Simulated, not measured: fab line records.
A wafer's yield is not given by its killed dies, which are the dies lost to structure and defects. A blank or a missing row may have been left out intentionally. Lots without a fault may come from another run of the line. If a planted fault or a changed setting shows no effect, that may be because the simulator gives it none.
Comparing a struck lot with a sound one ; flow nandHarc ; 41 steps out of a route of 1302
Sound: these wafers, L467.1, L467.4, L467.6. Wafers struck: L472.1, L472.2, L472.3. The cause is given at the end.
For every step that has rows: the tool of each side, followed by ch and its chambers, followed by its first start. Under that, the readings that differ: sound wafers ; struck wafers ; difference of the means ; sigmas: that difference in standard deviations of wafers without a fault.
alike: words and numbers the same on both sides, and readings whose means are apart by under 2 such deviations; not compared: readings that were withheld, readings missing a value for some wafer, numbers with overlapping values and no deviation given by the record, and bounds like >300 which may hide the same value.
Wherever a step has rows on one side only, a row that says differs or no value, or a row with sigmas, the two part there. Non-overlapping numbers with no deviation appear without sigmas and do not part them. A reading that every wafer of one side lacks parts them only if that side has two wafers or more.

NHARC_A_CHANNEL_FILL_D2_ALD_02: deposits SiO2, target thk 6 nm, pulse time 10 s, ald cycles 60.
  sound on aldHk-02 ch 0,1, day 16 08:15; struck on aldHk-02 ch 0,2,3, day 18 15:24
  alike: heaterPowerW, precursorPulseHeightRel
then, 3 steps without rows for these wafers: NHARC_A_CHANNEL_FILL_D2_ALD_03 (deposits SiNx, target thk 6 nm, pulse time 60 s, ald cycles 58); NHARC_A_CHANNEL_FILL_D2_ALD_14 (deposits SiO2, target thk 2.5 nm, pulse time 10 s, ald cycles 25); NHARC_A_CHANNEL_FILL_D2_ALD_15 (deposits SiNx, target thk 2 nm, pulse time 60 s, ald cycles 19).
NHARC_A_CHANNEL_FILL_D2_ALD_16: deposits SiO2, target thk 1.5 nm, pulse time 10 s, ald cycles 15.
  sound on aldHk-01 ch 0,1,2, day 16 20:25; struck on aldHk-02 ch 0,1,3, day 19 02:02
  alike: heaterPowerW, precursorPulseHeightRel
then, 7 steps without rows for these wafers: NHARC_A_CHANNEL_FILL_D2_ANNEAL_17 (time 1800 s); NHARC_A_CHANNEL_FILL_D2_CVD_18 (deposits poly-Si, target thk 3 nm); NHARC_A_CHANNEL_FILL_D2_ETCHBACK_19 (etches the open film in HBr/Cl2, target depth 5 nm, time 1.7 s); NHARC_A_CHANNEL_FILL_D2_ETCHBACK_20 (etches the open film in C4F8/O2/Ar, target depth 27 nm, time 13.5 s); NHARC_A_CHANNEL_FILL_D2_STRIP_28 (strips in O2, time 20 s); NHARC_A_CHANNEL_FILL_D2_PRECLEAN_21 (cleans in dHF, time 30 s); NHARC_A_CHANNEL_FILL_D2_SRD_23.
NHARC_A_CHANNEL_FILL_D2_CVD_05: deposits poly-Si, target thk 5 nm.
  sound on lpcvdPoly-02 ch 0, day 17 10:57; struck on lpcvdPoly-01 ch 0, day 19 16:33
reading;sound;struck;difference;sigmas
spikeTcBottomC (C);574.3 573.5 574.2;601.9 601.7 602.3;+28.0;+17
spikeTcCentreC (C);553.0 549.6 550.6;584.4 584.7 583.9;+33.3;+30
spikeTcLowerC (C);553.0 550.9 550.2;585.5 585.0 584.7;+33.7;+26
spikeTcTopC (C);570 569 570;602 603 605;+34;+10
spikeTcUpperC (C);550.0 548.5 548.0;583.6 583.1 583.9;+34.7;+27
tubeCenterTempC (C);549.96 549.99 550.02;582.27 582.31 582.24;+32.28;+99 or more
zonePowerLowerPct (%);6.73 6.88 6.67;7.29 7.41 7.38;+0.60;+8
  alike: zonePowerBottomPct
then, 1 step without rows for these wafers: NHARC_A_CHANNEL_FILL_D2_ANNEAL_22 (time 7200 s).
NHARC_A_CHANNEL_FILL_D2_THK_MEAS_06: measures by ellipsometry.
  sound: filmMetro-02 at day 17 19:48; struck: filmMetro-02 at day 20 02:15
reading;sound;struck;difference;sigmas
thkNm (nm);4.0 5.2 4.7;11.4 13.1 11.7;+7.4;+7
then, 1 step without rows for these wafers: NHARC_A_CHANNEL_FILL_D2_ALD_25 (deposits SiOx, target thk 60 nm, pulse time 10 s, ald cycles 600).
NHARC_A_CHANNEL_FILL_D2_ETCHBACK_08: etches the open film in C4F8, target depth 220 nm, time 110 s.
  sound: rieDiel-07 ch 0,1,3; struck: rieDiel-07 ch 0,1,3
  alike: oesProductAu, rfVppV
  not compared: rfHoursCounterH
then, 6 steps without rows for these wafers: NHARC_A_CHANNEL_FILL_D2_STRIP_29 (strips in O2, time 20 s); NHARC_A_CHANNEL_FILL_D2_PRECLEAN_30 (cleans in dHF, time 30 s); NHARC_A_CHANNEL_FILL_D2_SRD_31; NHARC_A_CHANNEL_FILL_D2_CVD_09 (deposits poly-Si, target thk 150 nm, time 3000 s); NHARC_A_CHANNEL_FILL_D2_CMP_10 (polishes, target thk 150 nm); NHARC_A_CHANNEL_FILL_D2_SRD_12.
NHARC_A_CHANNEL_FILL_D2_RTA_24: time 5 s.
  sound on rtpAnneal-02 ch 0, day 18 07:55; struck on rtpAnneal-01 ch 0, day 20 14:02
reading;sound;struck;difference;sigmas
lampPowerPct (%);26.7 26.8 26.8;29.2 29.3 29.3;+2.5;+2
  alike: wafer_temp_C_max
NHARC_A_CHANNEL_FILL_D2_INSPECT_13:
  sound: defectInspect-02 at day 18 08:07; struck: defectInspect-02 at day 20 14:13
  alike: rawDefectCount
then, 12 steps without rows for these wafers: NHARC_A_STAIRCASE_DEP_156 (deposits SiNx, target thk 50 nm); NHARC_A_STAIRCASE_DEHYDRATE_158 (time 120 s); NHARC_A_STAIRCASE_HMDS_159 (time 30 s); NHARC_A_STAIRCASE_COAT_160; NHARC_A_STAIRCASE_SOFTBAKE_161 (time 170 s); NHARC_A_STAIRCASE_EBR_162; NHARC_A_STAIRCASE_EXPOSE_163 (exposes mask STAIR OPEN); NHARC_A_STAIRCASE_PEB_164 (peb time 130 s); NHARC_A_STAIRCASE_DEVELOP_165 (time 140 s); NHARC_A_STAIRCASE_HARDBAKE_167 (time 140 s); NHARC_A_STAIRCASE_DESCUM_168 (chemistry O2, time 3 s); NHARC_A_STAIRCASE_ETCH_169 (etches the open film in CH3F/O2, target depth 50 nm, time 107.1 s).
NHARC_A_STAIRCASE_ETCH_170: etches the open film in C4F6/O2, target depth 200 nm, time 66.667 s.
  sound: rieDiel-09 ch 0,1,2; struck: rieDiel-02 ch 0,2,3
  alike: drypumpMotorCurrentA, oesProductAu, rfVppV, showerheadPlenumPTorr, throttleValvePct
  not compared: rfHoursCounterH
then, 1 step without rows for these wafers: NHARC_A_STAIRCASE_STRIP_171 (strips in O2).
-- break in the record here, with 8 days between the starts of the struck wafers on either side (left off in module A_STAIRCASE, picked up again in module END, where the first step shown is number 1301 on the route) --
NHARC_END_WLT_00:
  sound: prober-01 at day 26 20:52; struck: prober-01 at day 28 22:20
reading;sound;struck;difference;sigmas
VT_DECK2_BOTTOM;0.873 0.877 0.879;1.074 1.072 1.074;+0.197;+29
VT_DECK2_BOTTOM_INNER;0.867 0.881 0.874;1.074 1.077 1.066;+0.198;+29
VT_DECK2_MEDIAN_NEAR_BOTTOM;0.882 0.887 0.879;1.080 1.074 1.068;+0.191;+25
VT_DECK2_MEDIAN_NEAR_BOTTOM_INNER;0.874 0.876 0.876;1.076 1.079 1.076;+0.202;+28
VT_DECK2_MIDDLE;0.894 0.895 0.890;1.110 1.110 1.100;+0.214;+30
VT_DECK2_MIDDLE_INNER;0.887 0.891 0.889;1.112 1.101 1.110;+0.219;+31
VT_DECK2_TOP;0.898 0.904 0.909;1.135 1.143 1.137;+0.235;+33
VT_DECK2_TOP_INNER;0.900 0.900 0.905;1.134 1.134 1.134;+0.232;+34
  alike: VT_DECK1_BOTTOM, VT_DECK1_BOTTOM_INNER, VT_DECK1_MEDIAN_NEAR_BOTTOM, VT_DECK1_MEDIAN_NEAR_BOTTOM_INNER, VT_DECK1_MIDDLE, VT_DECK1_MIDDLE_INNER, VT_DECK1_TOP, VT_DECK1_TOP_INNER
NHARC_END_SORT_01:
  sound on prober-01 ch 0, day 26 23:53; struck on prober-01 ch 0, day 29 01:20
  alike: killedAtArray, killedAtOther, killedAtPeriphery, killedDies, killedOpen, killedShort

## WHERE THEY PART
Last at NHARC_END_WLT_00 as far as this record goes, first at NHARC_A_CHANNEL_FILL_D2_CVD_05. Later steps at which nothing parts them and some readings are alike: NHARC_END_SORT_01.

WHY: whatever the simulator had introduced
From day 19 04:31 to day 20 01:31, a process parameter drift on lpcvdPoly-01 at NHARC_A_CHANNEL_FILL_D2_CVD_05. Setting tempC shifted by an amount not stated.
